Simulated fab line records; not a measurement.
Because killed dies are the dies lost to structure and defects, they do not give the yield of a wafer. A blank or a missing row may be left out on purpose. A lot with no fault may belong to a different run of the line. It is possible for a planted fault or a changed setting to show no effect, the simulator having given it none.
fab line records + flow n5_finfet
record
- lots=6
- wafers=18
- last_day=16
route steps=1938 shown PASSIVATION@1898
lots with no fault: from the same line, run without faults
start_h: start of the lot's first displayed wafer, in hours after the record's first day + wait_h: hours since the lot's step before + " repeats the value in the row above + L1.1+2: several wafers, shown together as one row + - either no value or no given start + * or withheld: withheld + < > ~ a bound
route shown NAME@n: NAME is a module with steps in the file, n the number in the route of the first one + usual: mean/standard deviation of fault-free wafers + same: alike in all rows + chamber/n: place in a boat + sites: readings site by site + _std_site: the standard deviation of these + _edge_site: outer sites' mean less inner sites' + radius_mm: for every site, how far away it sits from the centre of the wafer + mask NAME#n: copy n + behind: the most recent tool/chamber to have shaped the wafer + hold: why the lot was held/for how many hours/how that ended + device: which transistor (n, p or np) failed to switch + end of line: tests run on the same wafers once the route is complete + a step with no rows: only its recipe + killed: not the wafer's yield, but the dies lost to structure and defects at the first sort + map: shows each die of a wafer: x if killed, . if not, _ if none is there
set.NAME: the run value of the setting; set.NAME@STEP: its run value at that earlier step + model.NAME: the simulator's own value behind a step, which no gauge read
lots at some steps of the route; a table a step, a row a wafer
services: when a tool's chamber went out of use (start_h, in hours from the record's first day, below 0 if earlier), for how many hours, and the reason
## steps
# step N5_PASSIVATION_COAT_24
# recipe
- spin_rpm=3000
- resist_thk_nm=withheld
# step N5_PASSIVATION_EBR_26
# recipe
- solvent=PGMEA
- ebr_width_mm=1.5
# step N5_PASSIVATION_SOFTBAKE_25
# recipe
- temp_c=100
- time_s=90
# step N5_PASSIVATION_EXPOSE_27
# recipe
- mask_id=PAD
- na=0.55
- source_shape=conventional
- sigma_outer=0.8
- polarization=unpolarized
- defocus_nm=0
- dose_mj=32.3
# step N5_PASSIVATION_PEB_28
# recipe
- peb_temp_c=withheld
- peb_time_s=*
# step N5_PASSIVATION_DEVELOP_29
# recipe
- develop_time_s=60
- rinse_liquid=diw
- dry=air_spin
- dev_temp_c=21
# step N5_PASSIVATION_HARDBAKE_31
# recipe
- temp_c=130
- time_s=120
# step N5_PASSIVATION_CD_MEAS_30
# recipe
- target_cd_nm=4000
- landing_energy_ev=500
- detector=se_inlens
- polarity=opening
# usual
- cd_nm=3999.8/2.1
| lot.wafer | tool      | chamber | start_h | wait_h | cd_nm  |
|-----------|-----------|---------|---------|--------|--------|
| L170.1    | cd_sem-02 | 0       | 268.91  | -      | 3998.2 |
| L170.3    | "         | 0       | "       | "      | 3998.7 |
| L170.4    | "         | 0       | "       | "      | 4000.0 |
| L172.2    | cd_sem-03 | 0       | 269.57  | -      | 3997.9 |
| L172.4    | "         | 0       | "       | "      | 3998.1 |
| L172.6    | "         | 0       | "       | "      | 3999.4 |
| L174.2    | cd_sem-01 | 0       | 286.07  | -      | 3999.2 |
| L174.3    | "         | 0       | "       | "      | 3998.2 |
| L174.4    | "         | 0       | "       | "      | 4001.9 |
| L178.1    | cd_sem-02 | 0       | 303.68  | -      | 4000.9 |
| L178.4    | "         | 0       | "       | "      | 4000.7 |
| L178.5    | "         | 0       | "       | "      | 4000.1 |
| L184.1    | cd_sem-03 | 0       | 361.43  | -      | 3998.6 |
| L184.3    | "         | 0       | "       | "      | 3999.7 |
| L184.4    | "         | 0       | "       | "      | 3998.8 |
| L186.1    | cd_sem-03 | 0       | 368.98  | -      | 4005.5 |
| L186.3    | "         | 0       | "       | "      | 4002.3 |
| L186.6    | "         | 0       | "       | "      | 3998.6 |
# step N5_PASSIVATION_OVL_MEAS_63
# recipe
- points_per_wafer=44
# usual
- PAD_OVL=2/5
| lot.wafer | tool       | chamber | start_h | wait_h | PAD_OVL[nm] |
|-----------|------------|---------|---------|--------|-------------|
| L170.1    | overlay-01 | 0       | 268.95  | 0.0    | 4           |
| L170.3    | "          | 0       | "       | "      | 5           |
| L170.4    | "          | 0       | "       | "      | -4          |
| L172.2    | overlay-02 | 0       | 269.60  | 0.0    | 0           |
| L172.4    | "          | 0       | "       | "      | 10          |
| L172.6    | "          | 0       | "       | "      | 2           |
| L174.2    | overlay-02 | 0       | 286.10  | 0.0    | 4           |
| L174.3    | "          | 0       | "       | "      | -3          |
| L174.4    | "          | 0       | "       | "      | 2           |
| L178.1    | overlay-01 | 0       | 303.71  | 0.0    | 0           |
| L178.4    | "          | 0       | "       | "      | -7          |
| L178.5    | "          | 0       | "       | "      | -4          |
| L184.1    | overlay-01 | 0       | 361.46  | 0.0    | 13          |
| L184.3    | "          | 0       | "       | "      | 11          |
| L184.4    | "          | 0       | "       | "      | 9           |
| L186.1    | overlay-02 | 0       | 369.01  | 0.0    | 2           |
| L186.3    | "          | 0       | "       | "      | 4           |
| L186.6    | "          | 0       | "       | "      | 1           |
# step N5_PASSIVATION_INSPECT_64
# recipe
- mode=adi
- inspect_instrument=macro
# usual
- raw_defect_count=2.0/1.5
| lot.wafer | tool              | chamber | start_h | wait_h | raw_defect_count |
|-----------|-------------------|---------|---------|--------|------------------|
| L170.1    | defect_inspect-01 | -       | 268.97  | 0.0    | 0                |
| L170.3    | "                 | -       | "       | "      | 1                |
| L170.4    | "                 | -       | "       | "      | 3                |
| L172.2    | defect_inspect-01 | -       | 269.62  | 0.0    | 4                |
| L172.4    | "                 | -       | "       | "      | 1                |
| L172.6    | "                 | -       | "       | "      | 5                |
| L174.2    | defect_inspect-01 | -       | 286.12  | 0.0    | 3                |
| L174.3    | "                 | -       | "       | "      | 1                |
| L174.4    | "                 | -       | "       | "      | 2                |
| L178.1    | defect_inspect-01 | -       | 303.73  | 0.0    | 3                |
| L178.4    | "                 | -       | "       | "      | 0                |
| L178.5    | "                 | -       | "       | "      | 2                |
| L184.1    | defect_inspect-01 | -       | 361.49  | 0.0    | 2                |
| L184.3    | "                 | -       | "       | "      | 0                |
| L184.4    | "                 | -       | "       | "      | 1                |
| L186.1    | defect_inspect-02 | -       | 369.04  | 0.0    | 0                |
| L186.3    | "                 | -       | "       | "      | 3                |
| L186.6    | "                 | -       | "       | "      | 1                |
# step N5_PASSIVATION_DESCUM_32
# recipe
- chemistry=O2
- time_s=7.9
- source_power_w=50
- bias_power_w=20
- pressure_mtorr=20
- rf_frequency_hz=2.712e+07
- temp_c=40
- o2_flow_sccm=225
# usual
- drypump_motor_current_A=5.6/0.51
- o2_flow_sccm=225.0/0.69
- oes_product_au=0.83/0.07
- rf_vpp_V=243.2/1.4
- showerhead_plenum_p_Torr=2.11/0.08
- throttle_valve_pct=20.26/0.24
# same
- time_s=7.9
| lot.wafer | tool        | chamber | start_h | wait_h | drypump_motor_current_A | o2_flow_sccm | oes_product_au | rf_hours_counter_h | rf_vpp_V | showerhead_plenum_p_Torr | throttle_valve_pct |
|-----------|-------------|---------|---------|--------|-------------------------|--------------|----------------|--------------------|----------|--------------------------|--------------------|
| L170.1    | rie_diel-02 | 2       | 269.00  | 0.0    | 5.3                     | 225.8        | 0.83           | 70                 | 245.3    | 2.24                     | 20.13              |
| L170.3    | "           | 0       | "       | "      | 5.7                     | 225.7        | 0.80           | 104                | 243.3    | 2.03                     | 20.15              |
| L170.4    | "           | 3       | "       | "      | 5.8                     | 224.9        | 0.77           | -                  | 243.8    | 2.09                     | 20.17              |
| L172.2    | rie_diel-06 | 0       | 269.65  | 0.0    | 5.0                     | 225.9        | 0.86           | 81                 | 244.3    | 2.21                     | 20.12              |
| L172.4    | "           | 1       | "       | "      | 5.1                     | 224.1        | 0.92           | 11                 | 243.1    | 2.05                     | 20.04              |
| L172.6    | "           | 1       | "       | "      | 5.1                     | 224.6        | 0.92           | -                  | 243.3    | 2.05                     | 20.05              |
| L174.2    | rie_diel-02 | 2       | 286.21  | 0.1    | 5.3                     | 226.0        | 0.84           | 77                 | 245.1    | 2.23                     | 20.16              |
| L174.3    | "           | 3       | "       | "      | 5.8                     | 225.2        | 0.76           | 152                | 243.7    | 2.08                     | 20.17              |
| L174.4    | "           | 2       | "       | "      | 5.3                     | 225.2        | 0.83           | -                  | 245.4    | 2.23                     | 20.15              |
| L178.1    | rie_diel-02 | 2       | 303.79  | 0.1    | 5.4                     | 226.3        | 0.83           | 84                 | 245.2    | 2.23                     | 20.16              |
| L178.4    | "           | 0       | "       | "      | 5.7                     | 224.3        | 0.78           | 118                | 242.4    | 2.02                     | 20.17              |
| L178.5    | "           | 3       | "       | "      | 5.8                     | 224.8        | 0.77           | -                  | 242.4    | 2.08                     | 20.19              |
| L184.1    | rie_diel-06 | 1       | 361.53  | 0.0    | 5.1                     | 225.7        | 0.84           | 47                 | 242.6    | 2.04                     | 20.10              |
| L184.3    | "           | 3       | "       | "      | 6.6                     | 224.1        | 0.95           | 18                 | 245.6    | 2.17                     | 20.50              |
| L184.4    | "           | 0       | "       | "      | 5.0                     | 225.0        | 0.81           | 117                | 244.6    | 2.20                     | 20.17              |
| L186.1    | rie_diel-02 | 3       | 369.07  | 0.0    | 5.8                     | 225.0        | 0.74           | 180                | 243.0    | 2.07                     | 20.23              |
| L186.3    | "           | 1       | "       | "      | 6.0                     | 224.3        | 0.87           | 27                 | 245.2    | 2.14                     | 20.32              |
| L186.6    | "           | 1       | "       | "      | 6.0                     | 224.8        | 0.87           | -                  | 244.3    | 2.14                     | 20.35              |
# step N5_PASSIVATION_AL_ETCH_33
# recipe
- chemistry=Cl2/BCl3
- target_depth_a=28000
- over_etch_frac=0.15
- Cl2_flow_sccm=180
- bcl3_flow_sccm=60
- target=Al
- stop_on=TaN
- time_s=466.7
- ion_energy_ev=100
- pressure_mtorr=10
- icp_w=900
- bias_w=100
# usual
- drypump_motor_current_A=5.8/0.75
- oes_product_au=0.75/0.078
- throttle_valve_pct=34.3/0.4
# same
- time_s=466.7
| lot.wafer | tool         | chamber | start_h | wait_h | drypump_motor_current_A | oes_product_au | rf_hours_counter_h | throttle_valve_pct |
|-----------|--------------|---------|---------|--------|-------------------------|----------------|--------------------|--------------------|
| L170.1    | rie_metal-02 | 0       | 269.09  | 0.1    | 5.5                     | 0.86           | 4                  | 33.8               |
| L170.3    | "            | 0       | "       | "      | 5.4                     | 0.87           | -                  | 33.8               |
| L170.4    | "            | 1       | "       | "      | 5.2                     | 0.79           | -                  | 33.9               |
| L172.2    | rie_metal-03 | 1       | 269.87  | 0.2    | 6.8                     | 0.70           | -                  | 34.2               |
| L172.4    | "            | 1       | "       | "      | 6.8                     | 0.69           | -                  | 34.2               |
| L172.6    | "            | 1       | "       | "      | 6.8                     | 0.69           | -                  | 34.2               |
| L174.2    | rie_metal-03 | 1       | 286.30  | 0.1    | 6.8                     | 0.69           | 54                 | 34.2               |
| L174.3    | "            | 1       | "       | "      | 6.8                     | 0.67           | -                  | 34.2               |
| L174.4    | "            | 0       | "       | "      | 5.0                     | 0.86           | -                  | 33.9               |
| L178.1    | rie_metal-03 | 0       | 303.87  | 0.1    | 5.1                     | 0.83           | 3                  | 33.9               |
| L178.4    | "            | 0       | "       | "      | 5.1                     | 0.83           | -                  | 33.9               |
| L178.5    | "            | 0       | "       | "      | 5.0                     | 0.83           | -                  | 33.9               |
| L184.1    | rie_metal-01 | 1       | 361.62  | 0.1    | 6.5                     | 0.66           | 61                 | 34.7               |
| L184.3    | "            | 0       | "       | "      | 5.1                     | 0.81           | -                  | 34.8               |
| L184.4    | "            | 1       | "       | "      | 6.5                     | 0.67           | -                  | 34.7               |
| L186.1    | rie_metal-01 | 0       | 369.16  | 0.1    | 5.1                     | 0.82           | 9                  | 34.8               |
| L186.3    | "            | 1       | "       | "      | 6.6                     | 0.66           | -                  | 34.7               |
| L186.6    | "            | 1       | "       | "      | 6.5                     | 0.68           | -                  | 34.7               |
# step N5_PASSIVATION_ETCH_59
# recipe
- chemistry=Cl2/BCl3
- target=TaN
- target_depth_a=650
- time_s=34.9
- ion_energy_ev=100
- pressure_mtorr=10
- icp_w=900
- bias_w=100
- Cl2_flow_sccm=60
- bcl3_flow_sccm=30
# usual
- drypump_motor_current_A=5.8/0.74
- oes_product_au=0.83/0.086
- throttle_valve_pct=21.1/0.3
# same
- time_s=34.9
| lot.wafer | tool         | chamber | start_h | wait_h | drypump_motor_current_A | oes_product_au | rf_hours_counter_h | throttle_valve_pct | model.etch.depth_nm |
|-----------|--------------|---------|---------|--------|-------------------------|----------------|--------------------|--------------------|---------------------|
| L170.1    | rie_metal-02 | 0       | 269.49  | 0.3    | 5.4                     | 0.97           | 4                  | 20.7               | 66.18               |
| L170.3    | "            | 0       | "       | "      | 5.5                     | 0.97           | -                  | 20.7               | 66.59               |
| L170.4    | "            | 1       | "       | "      | 5.1                     | 0.89           | -                  | 20.7               | 66.43               |
| L172.2    | rie_metal-03 | 1       | 270.57  | 0.6    | 6.7                     | 0.77           | -                  | 21.1               | 65.88               |
| L172.4    | "            | 1       | "       | "      | 6.7                     | 0.77           | -                  | 21.1               | 65.5                |
| L172.6    | "            | 1       | "       | "      | 6.8                     | 0.75           | -                  | 21.1               | 65.23               |
| L174.2    | rie_metal-03 | 1       | 286.70  | 0.3    | 6.8                     | 0.76           | 55                 | 21.1               | 65.82               |
| L174.3    | "            | 1       | "       | "      | 6.7                     | 0.76           | -                  | 21.1               | 65.77               |
| L174.4    | "            | 0       | "       | "      | 5.1                     | 1.24           | -                  | 20.2               | 92.64               |
| L178.1    | rie_metal-03 | 0       | 304.27  | 0.3    | 5.0                     | 1.19           | 4                  | 20.2               | 91.42               |
| L178.4    | "            | 0       | "       | "      | 5.0                     | 1.20           | -                  | 20.2               | 91.5                |
| L178.5    | "            | 0       | "       | "      | 5.1                     | 1.20           | -                  | 20.2               | 91.28               |
| L184.1    | rie_metal-01 | 1       | 362.02  | 0.3    | 6.5                     | 0.74           | 62                 | 21.4               | 65.13               |
| L184.3    | "            | 0       | "       | "      | 5.1                     | 0.88           | -                  | 21.5               | 63.47               |
| L184.4    | "            | 1       | "       | "      | 6.5                     | 0.73           | -                  | 21.3               | 64.92               |
| L186.1    | rie_metal-01 | 0       | 369.56  | 0.3    | 5.1                     | 0.89           | 9                  | 21.4               | 64.66               |
| L186.3    | "            | 1       | "       | "      | 6.5                     | 0.74           | -                  | 21.4               | 64.86               |
| L186.6    | "            | 1       | "       | "      | 6.5                     | 0.73           | -                  | 21.4               | 64.87               |
# step N5_PASSIVATION_STRIP_34
# recipe
- chemistry=O2
- power_w=600
- temp_c=60
- pressure_mtorr=30
- rf_frequency_hz=6e+07
- bias_power_w=0
- overash_fraction=2
- o2_flow_sccm=225
# usual
- drypump_motor_current_A=5.6/0.52
- o2_flow_sccm=224.9/0.57
- oes_product_au=0.81/0.077
- rf_vpp_V=3.5/1.5
- showerhead_plenum_p_Torr=2.10/0.077
- throttle_valve_pct=16.51/0.25
| lot.wafer | tool        | chamber | start_h | wait_h | drypump_motor_current_A | o2_flow_sccm | oes_product_au | rf_hours_counter_h | rf_vpp_V | showerhead_plenum_p_Torr | throttle_valve_pct |
|-----------|-------------|---------|---------|--------|-------------------------|--------------|----------------|--------------------|----------|--------------------------|--------------------|
| L170.1    | rie_diel-06 | 3       | 269.61  | 0.1    | 6.6                     | 224.6        | 0.68           | 243                | 3.2      | 2.18                     | 17.11              |
| L170.3    | "           | 2       | "       | "      | 6.4                     | 224.7        | 0.68           | 254                | 4.0      | 1.99                     | 17.34              |
| L170.4    | "           | 0       | "       | "      | 5.0                     | 225.5        | 0.87           | 81                 | 4.1      | 2.22                     | 16.40              |
| L172.2    | rie_diel-05 | 2       | 270.78  | 0.2    | 5.6                     | 225.5        | 0.77           | 147                | 2.3      | 2.10                     | 16.64              |
| L172.4    | "           | 0       | "       | "      | 5.2                     | 224.7        | 0.78           | 143                | 4.1      | 2.01                     | 16.44              |
| L172.6    | "           | 0       | "       | "      | 5.2                     | 225.5        | 0.76           | -                  | 5.1      | 2.01                     | 16.45              |
| L174.2    | rie_diel-05 | 2       | 286.90  | 0.2    | 5.6                     | 225.1        | 0.75           | 152                | 2.7      | 2.09                     | 16.63              |
| L174.3    | "           | 1       | "       | "      | 4.8                     | 225.9        | 0.82           | 60                 | 3.4      | 2.04                     | 16.10              |
| L174.4    | "           | 3       | "       | "      | 5.4                     | 225.6        | 0.89           | 25                 | 3.0      | 2.07                     | 16.30              |
| L178.1    | rie_diel-02 | 0       | 304.39  | 0.1    | 5.7                     | 225.9        | 0.79           | 118                | 3.3      | 2.03                     | 16.44              |
| L178.4    | "           | 2       | "       | "      | 5.3                     | 224.9        | 0.81           | 84                 | 3.5      | 2.23                     | 16.35              |
| L178.5    | "           | 0       | "       | "      | 5.6                     | 225.0        | 0.78           | -                  | 2.2      | 2.03                     | 16.39              |
| L184.1    | rie_diel-05 | 0       | 362.14  | 0.1    | 5.3                     | 225.1        | 0.74           | 175                | 3.1      | 2.01                     | 16.47              |
| L184.3    | "           | 3       | "       | "      | 5.4                     | 225.3        | 0.86           | 51                 | 5.8      | 2.06                     | 16.35              |
| L184.4    | "           | 1       | "       | "      | 4.8                     | 224.1        | 0.82           | 85                 | 5.6      | 2.04                     | 16.18              |
| L186.1    | rie_diel-05 | 1       | 369.74  | 0.2    | 4.9                     | 224.2        | 0.81           | 88                 | 2.6      | 2.04                     | 16.20              |
| L186.3    | "           | 3       | "       | "      | 5.4                     | 225.0        | 0.85           | 55                 | 4.5      | 2.06                     | 16.38              |
| L186.6    | "           | 2       | "       | "      | 5.6                     | 224.5        | 0.73           | -                  | 2.7      | 2.09                     | 16.72              |
## services
| tool         | chamber | start_h | hours | kind                          |
|--------------|---------|---------|-------|-------------------------------|
| rie_diel-05  | -       | 250.18  | 0.4   | repair                        |
| rie_metal-01 | 0       | 251.92  | -     | clean                         |
| rie_metal-01 | 0       | 251.92  | 19.0  | scheduled_down                |
| rie_metal-01 | 0       | 251.92  | 19.0  | vent_cycle                    |
| rie_metal-03 | 0       | 257.60  | -     | clean                         |
| rie_metal-03 | 0       | 257.60  | 13.7  | scheduled_down                |
| rie_metal-03 | 0       | 257.60  | 13.7  | vent_cycle                    |
| rie_diel-02  | 1       | 268.76  | -     | clean                         |
| rie_diel-02  | 1       | 268.76  | -     | consumable_replace:focus_ring |
| rie_diel-02  | 1       | 268.76  | 20.5  | scheduled_down                |
| rie_diel-02  | 1       | 268.76  | 20.5  | vent_cycle                    |
| rie_diel-06  | 2       | 280.14  | -     | clean                         |
| rie_diel-06  | 2       | 280.14  | -     | consumable_replace:focus_ring |
| rie_diel-06  | 2       | 280.14  | -     | consumable_replace:showerhead |
| rie_diel-06  | 2       | 280.14  | 20.4  | scheduled_down                |
| rie_diel-06  | 2       | 280.14  | 20.4  | vent_cycle                    |
| rie_metal-02 | -       | 298.13  | 1.4   | pm                            |
| rie_diel-06  | 3       | 300.71  | -     | clean                         |
| rie_diel-06  | 3       | 300.71  | -     | consumable_replace:focus_ring |
| rie_metal-02 | -       | 303.05  | 2.8   | pm                            |
| rie_metal-03 | 0       | 319.68  | 5.5   | repair                        |
| rie_diel-05  | 2       | 325.98  | 13.5  | repair                        |
| rie_diel-05  | -       | 330.64  | 3.9   | repair                        |
| rie_diel-05  | 3       | 336.29  | 3.1   | repair                        |
## key
first_sign
- step=N5_PASSIVATION_ETCH_59
- reading=oes_product_au
- direction=up
- sigmas=4.4
- usual=0.83
- struck=1.21
effect
- step=N5_PASSIVATION_ETCH_59
- reading=throttle_valve_pct
- direction=down
- sigmas=2.9
- usual=*
- struck=*
model_effect
- step=N5_PASSIVATION_ETCH_59
- value=etch.depth_nm
- without=62.68
- struck=91.71
met_at N5_PASSIVATION_ETCH_59
struck_wafers L174.4,L178.1,L178.4,L178.5
fault
- kind=process_parameter_drift
- tool=rie_metal-03
- chamber=0
- onset_h=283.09
- steps=N5_PASSIVATION_ETCH_59
- channel=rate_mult
- offset=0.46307
- shape=step
- end_h=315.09
